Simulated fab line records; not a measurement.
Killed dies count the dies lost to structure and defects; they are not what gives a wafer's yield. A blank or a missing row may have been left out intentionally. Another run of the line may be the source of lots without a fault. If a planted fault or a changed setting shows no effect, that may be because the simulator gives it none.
A struck lot beside a sound one / flow nand_harc / 14 out of 1302 route steps
Sound: these wafers, L431.1, L431.2, L431.4. Struck: wafer L440.5 (left out: L440.2, L440.4 of the same lot, which were not struck); the cause appears at the end.
Order at every step that has rows: each side's tool, ch and its chambers, its first start. Under that, the readings that differ: sound wafers / struck wafers / difference of the means / sigmas: that difference in standard deviations of wafers without a fault.
alike: readings with means less than 2 such deviations apart, plus words and numbers identical on both sides. not compared: withheld readings, readings lacking a value on some wafer, bounds such as >300 that could conceal the same value, and numbers that have no deviation in the record and whose values overlap.
The two part at a step that has a row with sigmas, a row that says differs or no value, or rows on one side only. When numbers do not overlap yet have no deviation, they are printed without sigmas and do not part them. Lack of a reading on every wafer of one side parts them only where that side has two or more wafers.

first, 8 steps without rows for these wafers: NHARC_A_CONTACT_COAT_61 (time 75 s); NHARC_A_CONTACT_COAT_62 (time 65 s); NHARC_A_CONTACT_COAT_63 (resist thk 90 nm); NHARC_A_CONTACT_SOFTBAKE_64 (time 55 s); NHARC_A_CONTACT_EBR_65; NHARC_A_CONTACT_EXPOSE_66 (exposes mask A CC 2); NHARC_A_CONTACT_PEB_67 (peb time 65 s); NHARC_A_CONTACT_DEVELOP_68 (develop time 35 s).
NHARC_A_CONTACT_CD_MEAS_69: the cd target is 300 nm.
  sound on cd_sem-02 ch 0, day 25 09:42; struck on cd_sem-01 ch 0, day 29 12:02
  alike: cd_nm
NHARC_A_CONTACT_OVL_MEAS_70:
  sound on overlay-02, day 25 09:47; struck on overlay-01, day 29 12:08
reading=overlay_y_nm (nm); sound=-0.4 -0.8 -0.8; struck=1.5; difference=+2.2; sigmas=+2
  alike: overlay_x_nm
NHARC_A_CONTACT_INSPECT_71:
  sound on defect_inspect-02, day 25 09:49; struck on defect_inspect-02, day 29 12:10
reading=raw_defect_count; sound=26 30 32; struck=120; difference=+91; sigmas=+3
NHARC_A_CONTACT_DESCUM_74: chemistry O2, time 3 s.
  sound on rie_diel-02 ch 0,1,2, day 25 10:21; struck on rie_diel-04 ch 3, day 29 12:14
reading=oes_product_au (a.u.); sound=1.008 1.003 1.017; struck=0.980; difference=-0.029; sigmas=-3
  alike: drypump_motor_current_A, rf_vpp_V, showerhead_plenum_p_Torr, throttle_valve_pct
  not compared: rf_hours_counter_h
NHARC_A_CONTACT_ETCH_75: etches the open film in CF4, target depth 39 nm, time 65 s.
  sound on rie_diel-02 ch 0,1,3, day 25 10:34; struck on rie_diel-04 ch 0, day 29 12:19
reading=oes_product_au (a.u.); sound=1.012 1.014 1.004; struck=0.819; difference=-0.191; sigmas=-20
  alike: drypump_motor_current_A, rf_fwd_power_W, rf_vpp_V, showerhead_plenum_p_Torr, throttle_valve_pct
  not compared: rf_hours_counter_h
NHARC_A_CONTACT_ETCH_76: etches the open film in N2/H2, target depth 260 nm, time 475.3 s.
  sound on rie_diel-02 ch 1,2,3; struck on rie_diel-04 ch 1
  alike: drypump_motor_current_A, oes_product_au, rf_fwd_power_W, rf_vpp_V, showerhead_plenum_p_Torr, throttle_valve_pct
  not compared: rf_hours_counter_h

WHERE THEY PART
Last at NHARC_A_CONTACT_ETCH_75 as far as this record goes, first at NHARC_A_CONTACT_OVL_MEAS_70. Later steps at which nothing parts them and some readings are alike: NHARC_A_CONTACT_ETCH_76.

WHY: the cause the simulator had injected
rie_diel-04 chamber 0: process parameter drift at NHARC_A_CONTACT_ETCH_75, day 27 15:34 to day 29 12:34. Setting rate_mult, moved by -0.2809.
